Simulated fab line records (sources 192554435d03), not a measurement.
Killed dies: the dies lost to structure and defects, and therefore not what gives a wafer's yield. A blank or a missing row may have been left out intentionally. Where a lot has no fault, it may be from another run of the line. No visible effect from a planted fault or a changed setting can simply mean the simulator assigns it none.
A struck lot beside a sound one	flow n5-finfet	16 steps out of a route of 1938
Sound: wafers L274.1, L274.3, L274.4. Struck: wafer L282.3; the same lot's L282.1 was not struck, so it is left out; see the end for the cause.
Order at every step that has rows: each side's tool, ch and its chambers, its first start. Under that, the readings that differ: sound wafers	struck wafers	difference of the means	sigmas: that difference in standard deviations of wafers without a fault.
alike: words and numbers the same on both sides, and readings whose means are apart by under 2 such deviations; not compared: readings that were withheld, readings missing a value for some wafer, numbers with overlapping values and no deviation given by the record, and bounds like >300 which may hide the same value.
Wherever a step has rows on one side only, a row that says differs or no value, or a row with sigmas, the two part there. Non-overlapping numbers with no deviation appear without sigmas and do not part them. A reading that every wafer of one side lacks parts them only if that side has two wafers or more.

first, 1 step without rows for these wafers: N5_FIN_CUT_STRIP_31 (strips in N2/H2).
N5_FIN_CUT_STRIP_24: strips in CF4.
  sound on rie-diel-01 ch 0,1,3, day 3 10:22; struck on rie-diel-06 ch 0, day 5 10:43
reading	sound	struck	difference	sigmas
rf-hours-counter-h (h)	185 172 158	224	+52	
  alike: drypump-motor-current-A, oes-product-au, rf-fwd-power-W, rf-vpp-V, showerhead-plenum-p-Torr, throttle-valve-pct
N5_FIN_CUT_CUT_ETCH_26: etches SiNx in CH3F/O2, target depth 39 nm, time 55.7 s.
  sound on rie-diel-01 ch 0,1,3, day 3 10:23; struck on rie-diel-06 ch 0, day 5 10:44
reading	sound	struck	difference	sigmas
rf-hours-counter-h (h)	185 172 158	224	+52	
  alike: bias-w, drypump-motor-current-A, oes-product-au, rf-fwd-power-W, rf-vpp-V, showerhead-plenum-p-Torr, throttle-valve-pct
N5_FIN_CUT_CUT_ETCH_27: etches SiO2 in CHF3/O2, target depth 4 nm, overetch 2 nm, time 4.9 s.
  sound on rie-diel-01 ch 0,1,3, day 3 10:26; struck on rie-diel-06 ch 0, day 5 10:47
reading	sound	struck	difference	sigmas
rf-hours-counter-h (h)	185 172 158	224	+52	
  alike: bias-w, drypump-motor-current-A, oes-product-au, rf-fwd-power-W, rf-vpp-V, showerhead-plenum-p-Torr, throttle-valve-pct
then, 2 steps without rows for these wafers: N5_FIN_CUT_PRECLEAN_35 (cleans in vHF, time 13.3 s); N5_FIN_CUT_CUT_ETCH_15 (etches Si in HBr/Cl2/O2, target depth 100 nm, bt time 10 s, time 42.4 s).
N5_FIN_CUT_CUT_ETCH_28: etches Si in HBr/Cl2/O2, target depth 6 nm, time 2.4 s.
  sound on rie-si-01 ch 0,1,2, day 3 10:38; struck on rie-si-04 ch 2, day 5 10:59
reading	sound	struck	difference	sigmas
oes-product-au (a.u.)	1.017 1.017 1.008	0.977	-0.037	-2
  alike: drypump-motor-current-A, throttle-valve-pct
  not compared: bias-w, rf-fwd-power-W, rf-hours-counter-h
then, 4 steps without rows for these wafers: N5_FIN_CUT_STRIP_22 (strips in N2/H2); N5_FIN_CUT_PRECLEAN_36 (cleans in O3/DIW, time 60 s); N5_FIN_CUT_SRD_32 (time 30 s); N5_FIN_CUT_UV_OZONE_34 (time 120 s).
N5_FIN_CUT_INSPECT_17: inspects for defects (brightfield).
  sound on defect-inspect-01, day 3 10:52; struck on defect-inspect-02, day 5 11:13
  alike: raw-defect-count
N5_STI_FIN_REVEAL_ALD_00: deposits SiO2, target thk 1 nm, pulse time 1 s.
  sound on ald-sin-02 ch 0,2,3, day 3 10:54; struck on ald-sin-01 ch 2, day 5 11:14
reading	sound	struck	difference	sigmas
model.SiO2_of_STI_FIN_REVEAL_ALD_00.thk-nm (nm)	1 1 1	0.6	-0.4	
  alike: heater-power-w, precursor-pulse-height-rel
N5_STI_FIN_REVEAL_ALD_14: deposits Si3N4, target thk 3 nm.
  sound on ald-sin-02 ch 0,2,3, day 3 10:57; struck on ald-sin-01 ch 2, day 5 11:17
  alike: heater-power-w
-- here the record skips 7 days between the struck wafers' starts before and after, leaving off in module STI_FIN_REVEAL and picking up in module BEOL_M4 (first step shown: number 1111 of the route) --
N5_BEOL_M4_RC_MEAS_101:
  sound on prober-01 ch 0, day 10 10:00; struck on prober-01 ch 0, day 12 22:10
reading	sound	struck	difference	sigmas
DIBL_P (mV/V)	34.6 37.0 34.0	39.8	+4.6	+2
IOFF_N (nA/um)	0.142 0.200 0.141	0.241	+0.080	+3
SS_N (mV/dec)	71.1 72.3 70.8	73.3	+1.9	+3
  alike: DIBL_N, IOFF_P, ION_N, ION_P, SS_P, VT_N, VT_P
-- record jumps: 5 days separate the struck wafers' starts on either side; left off in module BEOL_M4, taken up again in module PASSIVATION, whose first shown step is the route's number 1936 --
N5_PASSIVATION_PROBE_49:
  sound on prober-01, day 14 20:28; struck on prober-02, day 17 15:14
  alike: defect-limited-yield, killed_at_M0_to_M3, killed_at_M4_up, killed-at-contacts, killed-at-front-end, killed-at-other, killed-dies, killed-open, killed-short, sort_bin_5_function, sort_bin_6_memory, sort-n-pass, sort-yield-pct

## WHERE THEY PART
Last at N5_BEOL_M4_RC_MEAS_101 as far as this record goes, first at N5_FIN_CUT_CUT_ETCH_28. Later steps at which nothing parts them and some readings are alike: N5_PASSIVATION_PROBE_49.

WHY: whatever the simulator had introduced
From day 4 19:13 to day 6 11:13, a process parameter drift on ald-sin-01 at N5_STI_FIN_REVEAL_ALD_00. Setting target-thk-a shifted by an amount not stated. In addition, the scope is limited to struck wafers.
